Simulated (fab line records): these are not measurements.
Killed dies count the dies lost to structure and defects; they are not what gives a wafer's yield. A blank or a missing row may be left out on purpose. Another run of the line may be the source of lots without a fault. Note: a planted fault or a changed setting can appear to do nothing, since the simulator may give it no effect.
Matching of chambers + flow n5 finfet + pecvd-03 running N5_BEOL_M12_ILD_DEP_00: 3 sister chambers
The step deposits SiOC from DEMS/O2, target thk 658.92 nm, time 130.7 s. 3 wafers are shown with their chamber, then 8 later ones without.

== EACH WAFER AND ITS CHAMBER ==
| wafer  | chamber | throttle valve pct (%) |
|--------|---------|------------------------|
| L089.4 | 0       | 11.9                   |
| L089.5 | 1       | 12.1                   |
| L088.1 | 2       | 11.0                   |

== WAFERS WITHOUT THEIR CHAMBER ==
| wafer  | throttle valve pct (%) |
|--------|------------------------|
| L088.2 | 12.2                   |
| L088.3 | 12.2                   |
| L092.2 | 10.7                   |
| L092.3 | 12.1                   |
| L092.4 | 10.9                   |
| L090.2 | 12.1                   |
| L090.3 | 11.1                   |
| L090.6 | 12.0                   |

== WHICH CHAMBER EACH ONE RAN IN ==
| wafer  | from the rows above     | in truth |
|--------|-------------------------|----------|
| L088.2 | can't be placed: 1 or 0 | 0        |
| L088.3 | can't be placed: 1 or 0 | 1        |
| L092.2 | 2                       | 2        |
| L092.3 | can't be placed: 1 or 0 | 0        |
| L092.4 | 2                       | 2        |
| L090.2 | can't be placed: 1 or 0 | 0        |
| L090.3 | 2                       | 2        |
| L090.6 | can't be placed: 0 or 1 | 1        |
Correctly placed: 3 of 8. Can't be placed from these rows: 5 (the true chamber is among the candidates in 5). Placed wrongly: 0.
How it was worked out, from the rows above alone: a wafer's distance from a chamber is the root of the sum, over the readings, of the square of ((its reading less the chamber's mean) divided by the reading's scatter). If the next closest chamber is less than 2 further off than the closest, the wafer can't be placed; otherwise it belongs to the closest. For every chamber, the mean is computed from those of its wafers that are shown. The scatter (one wafer shown for each chamber): square how far every hidden wafer sits from the nearest shown wafer, average those squares and take the square root.
